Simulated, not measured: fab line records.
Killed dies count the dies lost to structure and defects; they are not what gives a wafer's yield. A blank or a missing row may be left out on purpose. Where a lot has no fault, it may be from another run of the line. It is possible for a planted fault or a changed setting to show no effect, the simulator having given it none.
Matching of chambers / flow n5Finfet / 4 sister chambers for N5_BEOL_M11_STRIP_36 on rieDiel-01
The step strips in N2/H2. 4 wafers are shown with their chamber, then 9 later ones without.

## EACH WAFER AND ITS CHAMBER
wafer=L083.3; chamber=1; drypumpMotorCurrentA (A)=5.7
wafer=L085.1; chamber=3; drypumpMotorCurrentA (A)=6.3
wafer=L085.4; chamber=2; drypumpMotorCurrentA (A)=5.6
wafer=L085.5; chamber=0; drypumpMotorCurrentA (A)=6.1

## WAFERS MISSING THEIR CHAMBER
wafer=L087.1; drypumpMotorCurrentA (A)=6.0
wafer=L087.5; drypumpMotorCurrentA (A)=5.6
wafer=L087.6; drypumpMotorCurrentA (A)=5.7
wafer=L097.3; drypumpMotorCurrentA (A)=6.0
wafer=L097.4; drypumpMotorCurrentA (A)=6.4
wafer=L097.5; drypumpMotorCurrentA (A)=6.0
wafer=L096.2; drypumpMotorCurrentA (A)=6.1
wafer=L096.4; drypumpMotorCurrentA (A)=5.6
wafer=L096.5; drypumpMotorCurrentA (A)=5.6

## THE CHAMBER EACH PASSED THROUGH
wafer=L087.1; from the rows above=0; in truth=0
wafer=L087.5; from the rows above=can't be placed: 2 or 1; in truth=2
wafer=L087.6; from the rows above=can't be placed: 1 or 2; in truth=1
wafer=L097.3; from the rows above=0; in truth=0
wafer=L097.4; from the rows above=3; in truth=3
wafer=L097.5; from the rows above=0; in truth=0
wafer=L096.2; from the rows above=0; in truth=0
wafer=L096.4; from the rows above=can't be placed: 2 or 1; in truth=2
wafer=L096.5; from the rows above=can't be placed: 2 or 1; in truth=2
Placed correctly: 5 of 9. Cannot be placed on the basis of these rows: 4; the candidates contain the true chamber in 4. Wrongly placed: 0.
How it was worked out, from the rows above alone: a wafer's distance from a chamber is the root of the sum, over the readings, of the square of ((its reading less the chamber's mean) divided by the reading's scatter). If the next closest chamber is less than 2 further off than the closest, the wafer can't be placed; otherwise it belongs to the closest. For every chamber, the mean is computed from those of its wafers that are shown. The scatter: with one shown wafer a chamber, the root of the mean of the squares of how far each hidden wafer lies from its nearest shown one.
